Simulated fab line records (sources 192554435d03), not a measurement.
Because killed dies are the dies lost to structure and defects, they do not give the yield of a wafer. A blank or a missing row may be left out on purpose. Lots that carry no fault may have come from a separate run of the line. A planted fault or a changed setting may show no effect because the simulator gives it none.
Which of the tools did it? / flow n5 finfet / Sampling: 10 lots, 29 wafers, 5 of 1938 route steps

## WHAT EACH GAUGE READ, for each wafer
N5_WELL_APT_CD_MEAS_08 targets a cd of 200 nm. Usual: cd nm reads 200.2 nm (standard deviation 2).
lot=L606; measured=day 2 01:36; on=cd sem-03; cd nm (nm)=197.2 198.0 197.5; flag=
lot=L607; measured=day 2 07:41; on=cd sem-01; cd nm (nm)=200.8 199.7 198.8; flag=
lot=L608; measured=day 2 13:47; on=cd sem-02; cd nm (nm)=200.9 201.2 201.1; flag=
lot=L609; measured=day 2 20:23; on=cd sem-02; cd nm (nm)=198.7 197.3 198.4; flag=
lot=L618; measured=day 5 01:41; on=cd sem-01; cd nm (nm)=198.4 198.5 199.1; flag=
lot=L619; measured=day 5 07:49; on=cd sem-03; cd nm (nm)=198.5 198.3 198.8; flag=
lot=L620; measured=day 5 13:54; on=cd sem-02; cd nm (nm)=197.4 200.1 198.8; flag=
lot=L623; measured=day 6 07:36; on=cd sem-03; cd nm (nm)=200.5 201.4 199.3; flag=
lot=L624; measured=day 6 13:41; on=cd sem-03; cd nm (nm)=200.1 199.5 199.3; flag=
lot=L626; measured=day 7 01:34; on=cd sem-01; cd nm (nm)=203.5 202.1; flag=

N5_BEOL_M4_RC_MEAS_101. Usual: CJ_N 4.37, standard deviation 0.084; DIBL_N 35.7 mV/V, standard deviation 1.5; DIBL_P 35.7 mV/V, standard deviation 2; IOFF_N 0.155 nA/um, standard deviation 0.026; IOFF_P 0.20 nA/um, standard deviation 0.031; ION_N 675 uA/um, standard deviation 11; ION_P 462 uA/um, standard deviation 7.1; SS_N 71.3 mV/dec, standard deviation 0.57; SS_P 73.1 mV/dec, standard deviation 0.56; VT_N 250 mV, standard deviation 3; VT_P -251 mV, standard deviation 3.
lot=L606; measured=day 9 02:08; on=prober-02; CJ_N=4.39 4.33 4.40; DIBL_N (mV/V)=34.0 36.0 33.7; DIBL_P (mV/V)=33.8 37.2 33.5; IOFF_N (nA/um)=0.141 0.186 0.142; IOFF_P (nA/um)=0.19 0.26 0.19; ION_N (uA/um)=683 685 678; ION_P (uA/um)=462 468 465; SS_N (mV/dec)=71.2 71.9 70.4; SS_P (mV/dec)=72.1 73.3 72.3; VT_N (mV)=250 245 249; VT_P (mV)=-250 -246 -250; flag=
lot=L607; measured=day 9 03:11; on=prober-01; CJ_N=3.76 3.81 3.80; DIBL_N (mV/V)=33.7 34.7 38.5; DIBL_P (mV/V)=31.3 33.0 37.4; IOFF_N (nA/um)=0.112 0.132 0.193; IOFF_P (nA/um)=0.17 0.19 0.25; ION_N (uA/um)=664 683 685; ION_P (uA/um)=458 469 470; SS_N (mV/dec)=70.7 71.3 72.6; SS_P (mV/dec)=72.4 73.6 74.7; VT_N (mV)=254 252 247; VT_P (mV)=-253 -251 -248; flag=OFF
lot=L608; measured=day 9 07:03; on=prober-02; CJ_N=3.61 3.84 3.67; DIBL_N (mV/V)=36.5 37.7 35.6; DIBL_P (mV/V)=34.7 34.5 32.9; IOFF_N (nA/um)=0.173 0.196 0.145; IOFF_P (nA/um)=0.21 0.20 0.18; ION_N (uA/um)=675 697 680; ION_P (uA/um)=460 468 464; SS_N (mV/dec)=72.1 73.3 71.4; SS_P (mV/dec)=72.9 73.0 72.6; VT_N (mV)=248 248 250; VT_P (mV)=-251 -252 -252; flag=OFF
lot=L609; measured=day 9 06:25; on=prober-01; CJ_N=3.75 3.79 3.90; DIBL_N (mV/V)=33.0 31.3 35.1; DIBL_P (mV/V)=32.8 30.8 34.6; IOFF_N (nA/um)=0.129 0.105 0.159; IOFF_P (nA/um)=0.17 0.14 0.19; ION_N (uA/um)=671 640 678; ION_P (uA/um)=460 444 460; SS_N (mV/dec)=71.6 70.1 71.8; SS_P (mV/dec)=72.4 71.8 72.7; VT_N (mV)=251 256 247; VT_P (mV)=-251 -255 -252; flag=OFF
lot=L618; measured=day 12 03:38; on=prober-02; CJ_N=4.41 4.40 4.29; DIBL_N (mV/V)=34.9 35.6 35.3; DIBL_P (mV/V)=35.7 35.3 36.2; IOFF_N (nA/um)=0.146 0.153 0.148; IOFF_P (nA/um)=0.18 0.18 0.20; ION_N (uA/um)=680 667 676; ION_P (uA/um)=461 459 465; SS_N (mV/dec)=70.7 70.9 70.3; SS_P (mV/dec)=72.8 73.2 73.6; VT_N (mV)=249 250 250; VT_P (mV)=-250 -250 -252; flag=
lot=L619; measured=day 11 20:23; on=prober-02; CJ_N=4.35 4.37 4.20; DIBL_N (mV/V)=37.2 37.9 36.4; DIBL_P (mV/V)=36.8 38.4 36.6; IOFF_N (nA/um)=0.162 0.173 0.152; IOFF_P (nA/um)=0.21 0.23 0.21; ION_N (uA/um)=670 679 672; ION_P (uA/um)=459 462 456; SS_N (mV/dec)=71.5 71.5 72.0; SS_P (mV/dec)=73.0 73.5 72.5; VT_N (mV)=253 250 251; VT_P (mV)=-248 -249 -250; flag=
lot=L620; measured=day 12 13:44; on=prober-01; CJ_N=4.34 4.38 4.35; DIBL_N (mV/V)=36.7 37.4 37.1; DIBL_P (mV/V)=36.3 37.0 36.7; IOFF_N (nA/um)=0.157 0.171 0.169; IOFF_P (nA/um)=0.21 0.23 0.23; ION_N (uA/um)=682 683 677; ION_P (uA/um)=472 469 467; SS_N (mV/dec)=72.4 72.5 71.9; SS_P (mV/dec)=72.9 73.6 73.5; VT_N (mV)=248 248 246; VT_P (mV)=-248 -247 -247; flag=
lot=L623; measured=day 12 22:20; on=prober-01; CJ_N=4.28 4.25 4.25; DIBL_N (mV/V)=34.8 36.9 36.3; DIBL_P (mV/V)=33.1 36.3 35.8; IOFF_N (nA/um)=0.112 0.160 0.146; IOFF_P (nA/um)=0.18 0.23 0.22; ION_N (uA/um)=654 682 679; ION_P (uA/um)=458 474 468; SS_N (mV/dec)=71.0 71.2 71.5; SS_P (mV/dec)=72.4 73.0 72.6; VT_N (mV)=255 248 250; VT_P (mV)=-251 -247 -249; flag=
lot=L624; measured=day 13 17:22; on=prober-01; CJ_N=4.37 4.41 4.39; DIBL_N (mV/V)=34.4 33.9 36.7; DIBL_P (mV/V)=34.9 34.4 37.3; IOFF_N (nA/um)=0.137 0.128 0.166; IOFF_P (nA/um)=0.18 0.18 0.21; ION_N (uA/um)=666 659 675; ION_P (uA/um)=456 456 459; SS_N (mV/dec)=71.0 71.1 71.2; SS_P (mV/dec)=72.7 72.4 73.2; VT_N (mV)=251 252 250; VT_P (mV)=-253 -255 -253; flag=
lot=L626; measured=day 14 00:10; on=prober-01; CJ_N=4.33 4.19; DIBL_N (mV/V)=36.4 37.0; DIBL_P (mV/V)=38.0 39.4; IOFF_N (nA/um)=0.163 0.172; IOFF_P (nA/um)=0.20 0.22; ION_N (uA/um)=666 676; ION_P (uA/um)=459 464; SS_N (mV/dec)=71.1 71.1; SS_P (mV/dec)=73.1 73.1; VT_N (mV)=246 249; VT_P (mV)=-252 -251; flag=

## TOOL THAT RAN EACH LOT (tool first, then ch and the chambers of the sampled wafers, then the start)
lot=L606; N5_ZERO_LAYER_ETCH_17=rie diel-02 ch 0,1,3, day 2 00:44; N5_WELL_APT_DESCUM_13=rie diel-06 ch 0,1,2, day 2 01:41; N5_WELL_APT_IMPLANT_32=implanter-02 ch 0, day 2 03:05
lot=L607; N5_ZERO_LAYER_ETCH_17=rie diel-05 ch 0,1,3, day 2 06:51; N5_WELL_APT_DESCUM_13=rie diel-06 ch 0,1, day 2 07:47; N5_WELL_APT_IMPLANT_32=implanter-02 ch 0, day 2 09:20
lot=L608; N5_ZERO_LAYER_ETCH_17=rie diel-05 ch 0,1,3, day 2 12:47; N5_WELL_APT_DESCUM_13=rie diel-06 ch 2,3, day 2 13:52; N5_WELL_APT_IMPLANT_32=implanter-02 ch 0, day 2 15:18
lot=L609; N5_ZERO_LAYER_ETCH_17=rie diel-04 ch 0,1,2, day 2 19:25; N5_WELL_APT_DESCUM_13=rie diel-01 ch 0,1,2, day 2 21:07; N5_WELL_APT_IMPLANT_32=implanter-02 ch 0, day 2 22:52
lot=L618; N5_ZERO_LAYER_ETCH_17=rie diel-05 ch 0,2, day 5 00:43; N5_WELL_APT_DESCUM_13=rie diel-06 ch 1,2, day 5 02:03; N5_WELL_APT_IMPLANT_32=implanter-02 ch 0, day 5 03:35
lot=L619; N5_ZERO_LAYER_ETCH_17=rie diel-05 ch 0,1,2, day 5 06:50; N5_WELL_APT_DESCUM_13=rie diel-03 ch 1,2, day 5 07:53; N5_WELL_APT_IMPLANT_32=implanter-02 ch 0, day 5 09:19
lot=L620; N5_ZERO_LAYER_ETCH_17=rie diel-04 ch 0,3, day 5 12:50; N5_WELL_APT_DESCUM_13=rie diel-06 ch 0,1, day 5 14:02; N5_WELL_APT_IMPLANT_32=implanter-02 ch 0, day 5 15:26
lot=L623; N5_ZERO_LAYER_ETCH_17=rie diel-02 ch 2,3, day 6 06:43; N5_WELL_APT_DESCUM_13=rie diel-06 ch 0,2, day 6 07:41; N5_WELL_APT_IMPLANT_32=implanter-02 ch 0, day 6 09:22
lot=L624; N5_ZERO_LAYER_ETCH_17=rie diel-05 ch 0,3, day 6 12:50; N5_WELL_APT_DESCUM_13=rie diel-01 ch 1,2,3, day 6 13:46; N5_WELL_APT_IMPLANT_32=implanter-02 ch 0, day 6 15:17
lot=L626; N5_ZERO_LAYER_ETCH_17=rie diel-02 ch 0,1, day 7 00:44; N5_WELL_APT_DESCUM_13=rie diel-06 ch 0,2, day 7 01:43; N5_WELL_APT_IMPLANT_32=implanter-01 ch 0, day 7 03:13
- N5_ZERO_LAYER_ETCH_17: etches SiO2 in CF4, target depth 12 nm, time 13.3 s.
- N5_WELL_APT_DESCUM_13: chemistry O2, time 7.9 s.
- N5_WELL_APT_IMPLANT_32

## AS READ BY THE TOOLS THEMSELVES (means over the sampled wafers that have a number; for cases with no such wafer, the mark the record gives instead)
N5_ZERO_LAYER_ETCH_17. Usual: drypump motor current A 5.5 A, standard deviation 0.4; oes product au 0.78 a.u., standard deviation 0.09; rf vpp V 950 V, standard deviation 3.8; showerhead plenum p Torr 2.16 Torr, standard deviation 0.06; throttle valve pct 15.64 %, standard deviation 0.16.
lot=L606; tool=rie diel-02; drypump motor current A (A)=5.1; oes product au (a.u.)=0.71; rf vpp V (V)=950; showerhead plenum p Torr (Torr)=2.16; throttle valve pct (%)=15.71; flag=
lot=L607; tool=rie diel-05; drypump motor current A (A)=5.8; oes product au (a.u.)=0.76; rf vpp V (V)=951; showerhead plenum p Torr (Torr)=2.17; throttle valve pct (%)=15.73; flag=
lot=L608; tool=rie diel-05; drypump motor current A (A)=5.8; oes product au (a.u.)=0.76; rf vpp V (V)=950; showerhead plenum p Torr (Torr)=2.17; throttle valve pct (%)=15.74; flag=
lot=L609; tool=rie diel-04; drypump motor current A (A)=5.9; oes product au (a.u.)=0.83; rf vpp V (V)=950; showerhead plenum p Torr (Torr)=2.15; throttle valve pct (%)=15.57; flag=
lot=L618; tool=rie diel-05; drypump motor current A (A)=5.7; oes product au (a.u.)=0.89; rf vpp V (V)=952; showerhead plenum p Torr (Torr)=2.20; throttle valve pct (%)=15.58; flag=
lot=L619; tool=rie diel-05; drypump motor current A (A)=5.8; oes product au (a.u.)=0.83; rf vpp V (V)=952; showerhead plenum p Torr (Torr)=2.18; throttle valve pct (%)=15.62; flag=
lot=L620; tool=rie diel-04; drypump motor current A (A)=5.8; oes product au (a.u.)=0.83; rf vpp V (V)=950; showerhead plenum p Torr (Torr)=2.17; throttle valve pct (%)=15.51; flag=
lot=L623; tool=rie diel-02; drypump motor current A (A)=5.3; oes product au (a.u.)=0.73; rf vpp V (V)=952; showerhead plenum p Torr (Torr)=2.20; throttle valve pct (%)=15.74; flag=
lot=L624; tool=rie diel-05; drypump motor current A (A)=5.8; oes product au (a.u.)=0.88; rf vpp V (V)=949; showerhead plenum p Torr (Torr)=2.15; throttle valve pct (%)=15.57; flag=
lot=L626; tool=rie diel-02; drypump motor current A (A)=5.2; oes product au (a.u.)=0.67; rf vpp V (V)=946; showerhead plenum p Torr (Torr)=2.11; throttle valve pct (%)=15.74; flag=

N5_WELL_APT_DESCUM_13. Usual: drypump motor current A 5.9 A, standard deviation 0.53; oes product au 0.76 a.u., standard deviation 0.073; rf vpp V 243.5 V, standard deviation 1.5; showerhead plenum p Torr 2.12 Torr, standard deviation 0.076; throttle valve pct 20.44 %, standard deviation 0.19.
lot=L606; tool=rie diel-06; drypump motor current A (A)=6.2; oes product au (a.u.)=0.74; rf vpp V (V)=244.0; showerhead plenum p Torr (Torr)=2.15; throttle valve pct (%)=20.40; flag=
lot=L607; tool=rie diel-06; drypump motor current A (A)=6.0; oes product au (a.u.)=0.75; rf vpp V (V)=244.4; showerhead plenum p Torr (Torr)=2.19; throttle valve pct (%)=20.45; flag=
lot=L608; tool=rie diel-06; drypump motor current A (A)=6.0; oes product au (a.u.)=0.72; rf vpp V (V)=242.2; showerhead plenum p Torr (Torr)=2.04; throttle valve pct (%)=20.44; flag=
lot=L609; tool=rie diel-01; drypump motor current A (A)=5.8; oes product au (a.u.)=0.82; rf vpp V (V)=243.9; showerhead plenum p Torr (Torr)=2.13; throttle valve pct (%)=20.10; flag=
lot=L618; tool=rie diel-06; drypump motor current A (A)=6.5; oes product au (a.u.)=0.73; rf vpp V (V)=244.3; showerhead plenum p Torr (Torr)=2.14; throttle valve pct (%)=20.45; flag=
lot=L619; tool=rie diel-03; drypump motor current A (A)=5.1; oes product au (a.u.)=0.81; rf vpp V (V)=244.4; showerhead plenum p Torr (Torr)=2.16; throttle valve pct (%)=20.61; flag=
lot=L620; tool=rie diel-06; drypump motor current A (A)=6.0; oes product au (a.u.)=0.72; rf vpp V (V)=244.1; showerhead plenum p Torr (Torr)=2.18; throttle valve pct (%)=20.50; flag=
lot=L623; tool=rie diel-06; drypump motor current A (A)=6.1; oes product au (a.u.)=0.71; rf vpp V (V)=243.9; showerhead plenum p Torr (Torr)=2.09; throttle valve pct (%)=20.41; flag=
lot=L624; tool=rie diel-01; drypump motor current A (A)=5.9; oes product au (a.u.)=0.75; rf vpp V (V)=243.2; showerhead plenum p Torr (Torr)=2.11; throttle valve pct (%)=20.26; flag=
lot=L626; tool=rie diel-06; drypump motor current A (A)=6.0; oes product au (a.u.)=0.70; rf vpp V (V)=244.3; showerhead plenum p Torr (Torr)=2.11; throttle valve pct (%)=20.44; flag=

N5_WELL_APT_IMPLANT_32. Usual: dose ions cm2 1.9999e+13, standard deviation 2.2e+10; end station pressure torr 5.14e-06 Torr, standard deviation 2.7e-07; faraday current uA 254, standard deviation 5.3.
lot=L606; tool=implanter-02; dose ions cm2=1.9996e+13; end station pressure torr (Torr)=4.82e-06; faraday current uA=249; flag=
lot=L607; tool=implanter-02; dose ions cm2=1.4972e+13; end station pressure torr (Torr)=4.93e-06; faraday current uA=189; flag=OFF
lot=L608; tool=implanter-02; dose ions cm2=1.4991e+13; end station pressure torr (Torr)=4.99e-06; faraday current uA=192; flag=OFF
lot=L609; tool=implanter-02; dose ions cm2=1.4969e+13; end station pressure torr (Torr)=5.18e-06; faraday current uA=186; flag=OFF
lot=L618; tool=implanter-02; dose ions cm2=2.0025e+13; end station pressure torr (Torr)=5.17e-06; faraday current uA=256; flag=
lot=L619; tool=implanter-02; dose ions cm2=2.0011e+13; end station pressure torr (Torr)=5.31e-06; faraday current uA=252; flag=
lot=L620; tool=implanter-02; dose ions cm2=2.0030e+13; end station pressure torr (Torr)=5.39e-06; faraday current uA=256; flag=
lot=L623; tool=implanter-02; dose ions cm2=1.9997e+13; end station pressure torr (Torr)=5.20e-06; faraday current uA=254; flag=
lot=L624; tool=implanter-02; dose ions cm2=1.9991e+13; end station pressure torr (Torr)=4.96e-06; faraday current uA=253; flag=
lot=L626; tool=implanter-01; dose ions cm2=1.9979e+13; end station pressure torr (Torr)=5.30e-06; faraday current uA=258; flag=

## THE ANSWER, worked out from the rows above alone
Rule: a lot counts as off when the mean over its wafers that have a number is more than 3 standard deviations away from the usual mean. Also off: a lot with no number at a reading for which 4 or more lots have one. All remaining lots with rows at the step are treated as sound. The gauges are gone through in route order, then the tools' own readings, and for those a lot's mean is taken as printed above. At the first step where some lot is off, the reading lying furthest off is the one used; lots without a number count as furthest.
Off: at N5_BEOL_M4_RC_MEAS_101 (CJ_N), L607, L608, L609.
If a tool, at a process step before that reading, ran all the lots that are off and no sound lot after the first of them, it fits. Not tried: the gauges at N5_BEOL_M4_RC_MEAS_101; whatever is off there is also off at N5_WELL_APT_IMPLANT_32, on other tools, and gauge error can't account for it. Of those tried, none fits.

## WHAT HAD BEEN PUT IN BY THE SIMULATOR
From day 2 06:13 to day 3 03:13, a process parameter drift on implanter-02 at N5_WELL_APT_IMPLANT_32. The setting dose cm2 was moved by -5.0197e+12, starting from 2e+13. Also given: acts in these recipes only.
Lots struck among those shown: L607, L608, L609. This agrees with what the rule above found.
